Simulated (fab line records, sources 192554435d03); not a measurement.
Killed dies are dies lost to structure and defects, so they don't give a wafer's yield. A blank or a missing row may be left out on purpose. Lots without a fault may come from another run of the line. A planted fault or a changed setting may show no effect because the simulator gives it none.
fab line records | flow n5_finfet
record lots=11 wafers=31 last_day=18
route steps=1938 shown BEOL_M7@1299
lots that met no fault: from a run of the same line without faults
start_h: hours from the record's first day to the start of the lot's first wafer shown | wait_h: hours since the lot's step before | " the same as in the row above | L1.1+2: a row that stands for several wafers | - no value, or no start given | * or withheld: withheld | < > ~ a bound
route shown NAME@n: a module of which the file shows steps, and the number in the route of the first | usual: mean/standard deviation of fault-free wafers | same: alike in all rows | chamber/n: place in a boat | sites: the reading at each site | _std_site: their standard deviation | _edge_site: outer sites' mean less inner sites' | radius_mm: how far each site lies from the wafer's centre | mask NAME#n: copy n | behind: the tool/chamber that last shaped the wafer | hold: why the lot was held/for how many hours/how that ended | device: the transistor (n, p or np) that didn't switch | end of line: the same wafers' tests at the end of the route | a step without rows: its recipe alone | killed: dies lost to structure and defects at the first sort, not the wafer's yield | map: a wafer's dies, x killed, . not, _ none there
set.NAME: the setting as run; set.NAME@STEP: as run at that earlier step | model.NAME: the simulator's own value behind a step, which no gauge read
steps of the route over a sample of lots; a table a step, a row a wafer
services: from which hour (start_h, from the record's first day; less than 0 if before it) a tool's chamber was out of use, for how many hours, and why
## steps
# step N5_BEOL_M7_DESCUM_33
# recipe chemistry=O2 time_s=7 source_power_w=50 bias_power_w=20 pressure_mtorr=20 rf_frequency_hz=2.712e+07 temp_c=40 resist=CAR-EUV o2_flow_sccm=225
# usual bias_power_w=20.00/0.063 drypump_motor_current_A=5.5/0.42 oes_product_au=0.81/0.093 rf_vpp_V=242.7/1.5 showerhead_plenum_p_Torr=2.06/0.069 throttle_valve_pct=20.21/0.2
# columns lot.wafer tool chamber start_h wait_h bias_power_w drypump_motor_current_A oes_product_au rf_hours_counter_h rf_vpp_V showerhead_plenum_p_Torr throttle_valve_pct
L986.3 rie_diel-01 3 189.79 0.0 20.08 5.6 0.76 153 246.1 2.17 20.18
L986.4 " 2 " " 20.17 5.2 0.76 - 241.4 2.02 20.34
L986.6 " 0 " " 20.01 5.0 0.93 - 242.5 2.06 20.04
L991.3 rie_diel-03 0 227.69 0.0 19.92 6.0 0.67 253 241.5 2.04 20.11
L991.4 " 3 " " 20.00 5.7 0.67 - 242.1 2.06 20.59
L991.6 " 0 " " 19.95 6.0 0.68 - 241.8 2.04 20.09
L992.3 rie_diel-01 2 231.54 0.4 20.02 5.2 0.77 148 241.4 2.02 20.35
L992.4 " 0 " " 19.94 5.0 0.89 23 241.4 2.06 20.06
L992.5 " 0 " " 19.92 4.9 0.90 - 242.7 2.06 20.07
L995.1 rie_diel-04 1 251.51 0.0 20.07 5.7 0.74 163 240.9 1.92 20.27
L995.3 " 3 " " 20.01 5.2 0.68 227 240.8 1.98 20.29
L995.5 " 2 " " 20.03 6.2 0.85 - 241.4 2.12 19.96
L996.1 rie_diel-04 2 257.90 0.0 20.04 6.2 0.85 72 243.8 2.12 19.97
L996.3 " 3 " " 19.97 5.2 0.67 229 241.9 1.98 20.29
L996.4 " 1 " " 20.00 5.7 0.74 - 238.7 1.92 20.28
L102.2 rie_diel-04 0 299.56 0.0 20.00 5.8 0.93 10 241.6 2.04 20.31
L102.5 " 1 " " 19.92 5.7 0.73 - 239.9 1.92 20.29
L104.1 rie_diel-03 0 309.13 0.0 19.98 6.0 0.95 14 242.1 2.03 19.81
L104.2 " 2 " " 20.11 5.0 0.87 49 243.4 2.11 20.01
L104.6 " 2 " " 20.06 5.0 0.87 - 243.2 2.11 20.00
L105.1 rie_diel-03 1 314.44 0.0 20.11 6.3 0.87 29 243.1 2.14 20.55
L105.4 " 0 " " 20.03 6.0 0.96 16 241.1 2.03 19.82
L105.5 " 2 " " 20.05 5.0 0.87 - 243.5 2.11 20.03
L103.4 rie_diel-04 1 314.77 0.2 19.99 5.6 0.74 181 240.5 1.92 20.30
L103.5 " 1 " " 20.05 5.7 0.73 - 240.1 1.92 20.31
L107.3 rie_diel-01 0 331.03 0.3 19.88 4.9 0.85 48 241.9 2.05 20.09
L107.4 " 3 " " 20.00 5.6 0.73 201 244.3 2.16 20.25
L107.6 " 0 " " 20.02 4.9 0.85 - 240.7 2.05 20.11
L108.2 rie_diel-03 3 332.98 0.0 19.98 5.7 0.93 14 242.7 2.05 20.29
L108.3 " 2 " " 20.04 5.1 0.86 56 244.1 2.10 20.01
L108.5 " 1 " " 20.00 6.3 0.87 - 244.8 2.13 20.56
# step N5_BEOL_M7_VIA_ETCH_34
# recipe chemistry=C4F6/O2 target=SiCOH_lowk target_depth_a=1255 mask_material=SOC taper_deg=4 time_s=50.5 ion_energy_ev=250 pressure_mtorr=30 source_w=345 bias_w=185 Ar_flow_sccm=300 C4F6_flow_sccm=10 O2_flow_sccm=10
# usual drypump_motor_current_A=5.5/0.42 oes_product_au=0.81/0.092 rf_vpp_V=663/14 showerhead_plenum_p_Torr=2.81/0.096 throttle_valve_pct=20.73/0.18
# columns lot.wafer tool chamber start_h wait_h drypump_motor_current_A oes_product_au rf_hours_counter_h rf_vpp_V showerhead_plenum_p_Torr throttle_valve_pct
L986.3 rie_diel-01 3 189.97 0.0 5.6 0.75 153 681 2.97 20.78
L986.4 " 2 " " 5.2 0.77 - 672 2.75 20.80
L986.6 " 0 " " 5.0 0.94 - 656 2.82 20.59
L991.3 rie_diel-03 0 227.87 0.0 6.0 0.67 253 654 2.78 20.60
L991.4 " 3 " " 5.7 0.67 - 646 2.81 21.09
L991.6 " 0 " " 6.0 0.67 - 653 2.78 20.60
L992.3 rie_diel-01 2 231.72 0.0 5.2 0.77 148 670 2.74 20.79
L992.4 " 0 " " 5.0 0.89 23 656 2.82 20.63
L992.5 " 0 " " 4.9 0.89 - 656 2.82 20.63
L995.1 rie_diel-04 1 251.69 0.0 5.7 0.75 163 651 2.62 20.64
L995.3 " 3 " " 5.2 0.69 227 651 2.71 20.84
L995.5 " 2 " " 6.2 0.86 - 671 2.90 20.57
L996.1 rie_diel-04 2 258.08 0.0 6.2 0.85 73 671 2.90 20.55
L996.3 " 3 " " 5.2 0.68 229 651 2.71 20.84
L996.4 " 1 " " 5.7 0.73 - 654 2.61 20.66
L102.2 rie_diel-04 0 299.74 0.0 5.7 0.94 10 663 2.77 20.74
L102.5 " 1 " " 5.7 0.73 - 651 2.61 20.68
L104.1 rie_diel-03 0 309.31 0.0 6.1 0.94 15 654 2.77 20.31
L104.2 " 2 " " 5.0 0.86 49 693 2.87 20.49
L104.6 " 2 " " 5.0 0.86 - 691 2.87 20.50
L105.1 rie_diel-03 1 314.62 0.0 6.3 0.89 29 673 2.91 21.05
L105.4 " 0 " " 6.0 0.94 16 654 2.77 20.31
L105.5 " 2 " " 5.0 0.87 - 691 2.87 20.50
L103.4 rie_diel-04 1 314.95 0.0 5.7 0.73 182 651 2.61 20.67
L103.5 " 1 " " 5.7 0.73 - 652 2.61 20.69
L107.3 rie_diel-01 0 331.21 0.0 5.0 0.86 48 657 2.80 20.68
L107.4 " 3 " " 5.6 0.72 201 679 2.95 20.84
L107.6 " 0 " " 4.9 0.86 - 655 2.80 20.65
L108.2 rie_diel-03 3 333.16 0.0 5.7 0.92 14 646 2.80 20.79
L108.3 " 2 " " 5.0 0.85 56 691 2.87 20.51
L108.5 " 1 " " 6.3 0.87 - 674 2.90 21.07
# step N5_BEOL_M7_PRE_CLEAN_45
# recipe gas=H2/He time_s=30 temp_c=250
# usual heater_power_w=347/16
# columns lot.wafer tool chamber start_h wait_h heater_power_w
L986.3 pvd_sputter-03 - 190.89 0.0 351
L986.4 " - " " 332
L986.6 " - " " 351
L991.3 pvd_sputter-03 - 229.06 0.0 324
L991.4 " - " " 342
L991.6 " - " " 318
L992.3 pvd_sputter-03 - 232.55 0.0 376
L992.4 " - " " 351
L992.5 " - " " 328
L995.1 pvd_sputter-01 - 255.08 0.0 388
L995.3 " - " " 331
L995.5 " - " " 328
L996.1 pvd_sputter-02 - 259.40 0.0 350
L996.3 " - " " 340
L996.4 " - " " 339
L102.2 pvd_sputter-02 - 301.05 0.0 343
L102.5 " - " " 351
L104.1 pvd_sputter-02 - 311.29 0.0 350
L104.2 " - " " 350
L104.6 " - " " 350
L105.1 pvd_sputter-02 - 315.61 0.0 340
L105.4 " - " " 341
L105.5 " - " " 346
L103.4 pvd_sputter-03 - 316.19 0.0 372
L103.5 " - " " 346
L107.3 pvd_sputter-03 - 332.17 0.0 346
L107.4 " - " " 340
L107.6 " - " " 353
L108.2 pvd_sputter-02 - 335.30 0.0 352
L108.3 " - " " 355
L108.5 " - " " 350
# step N5_BEOL_M7_ALD_77
# recipe material=TaN target_thk_a=20 temp_c=275 ald_precursor_family=PDMAT ald_co_reactant=NH3 pressure_torr=3 carrier_flow_sccm=1500 pulse_time_s=2 purge_time_s=3 co_reactant_purge_time_s=2 co_reactant_pulse_time_s=3 ald_cycles=40 precursor_vessel_temp_c=75 precursor_vessel_pressure_torr=26.25 precursor_vessel_carrier_sccm=1000
# usual ald_cycles=40/0 heater_power_w=425/48
# same purge_time_s=3
# columns lot.wafer tool chamber start_h wait_h ald_cycles heater_power_w
L986.3 ald_metal-01 2 190.95 0.0 40 418
L986.4 " 1 " " 40 538
L986.6 " 1 " " 40 532
L991.3 ald_metal-01 3 229.13 0.0 40 463
L991.4 " 0 " " 40 334
L991.6 " 0 " " 40 337
L992.3 ald_metal-02 0 232.62 0.0 40 483
L992.4 " 2 " " 40 454
L992.5 " 0 " " 40 469
L995.1 ald_metal-02 0 255.18 0.1 40 480
L995.3 " 3 " " 40 418
L995.5 " 1 " " 40 349
L996.1 ald_metal-02 1 259.46 0.0 40 353
L996.3 " 2 " " 40 460
L996.4 " 0 " " 40 459
L102.2 ald_metal-02 1 301.34 0.3 51 349
L102.5 " 2 " " 40 462
L104.1 ald_metal-01 1 311.37 0.1 40 520
L104.2 " 0 " " 40 328
L104.6 " 3 " " 40 459
L105.1 ald_metal-02 2 315.69 0.1 40 450
L105.4 " 1 " " 51 353
L105.5 " 2 " " 40 437
L103.4 ald_metal-02 3 316.25 0.0 51 399
L103.5 " 0 " " 40 457
L107.3 ald_metal-03 0 332.25 0.1 40 413
L107.4 " 1 " " 40 416
L107.6 " 0 " " 40 400
L108.2 ald_metal-03 1 335.36 0.0 40 418
L108.3 " 3 " " 40 457
L108.5 " 3 " " 40 446
## services
# columns tool chamber start_h hours kind
rie_diel-01 1 186.61 6.5 repair
rie_diel-04 3 198.65 1.7 repair
ald_metal-01 0 213.13 14.7 repair
rie_diel-03 1 213.86 - clean
rie_diel-03 1 213.86 - consumable_replace:focus_ring
rie_diel-03 1 213.86 20.2 scheduled_down
rie_diel-03 1 213.86 20.2 vent_cycle
ald_metal-02 3 213.92 3.1 repair
rie_diel-01 1 218.33 2.2 repair
rie_diel-03 0 234.11 - clean
rie_diel-03 0 234.11 - consumable_replace:focus_ring
rie_diel-03 0 234.11 26.9 scheduled_down
rie_diel-03 0 234.11 26.9 vent_cycle
rie_diel-04 - 237.68 2.8 pm
rie_diel-01 0 254.85 1.3 repair
ald_metal-01 - 256.01 8.7 pm
rie_diel-03 3 261.00 - clean
rie_diel-03 3 261.00 - consumable_replace:focus_ring
rie_diel-03 3 261.00 17.3 scheduled_down
rie_diel-01 0 269.55 3.6 repair
rie_diel-04 - 288.48 2.1 repair
rie_diel-01 1 305.80 8.6 repair
pvd_sputter-03 - 309.90 0.8 repair
pvd_sputter-01 - 335.20 1.6 repair
## key
first_sign step=N5_BEOL_M7_ALD_77 reading=ald_cycles direction=up sigmas=99+ usual=* struck=*
effect none on later readings
met_at N5_BEOL_M7_ALD_77
struck_lots L102,L103,L105
struck_wafers L102.2,L103.4,L105.4
not_acting_at N5_BEOL_M7_DESCUM_33,N5_BEOL_M7_VIA_ETCH_34,N5_BEOL_M7_PRE_CLEAN_45
onset_between 259.46 301.34
fault kind=process_parameter_drift tool=ald_metal-02 chamber=- onset_h=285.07 steps=N5_BEOL_M7_ALD_77 channel=ald_cycles offset=* shape=step end_h=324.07 scope=struck_wafers_only acts_in=* stated=*
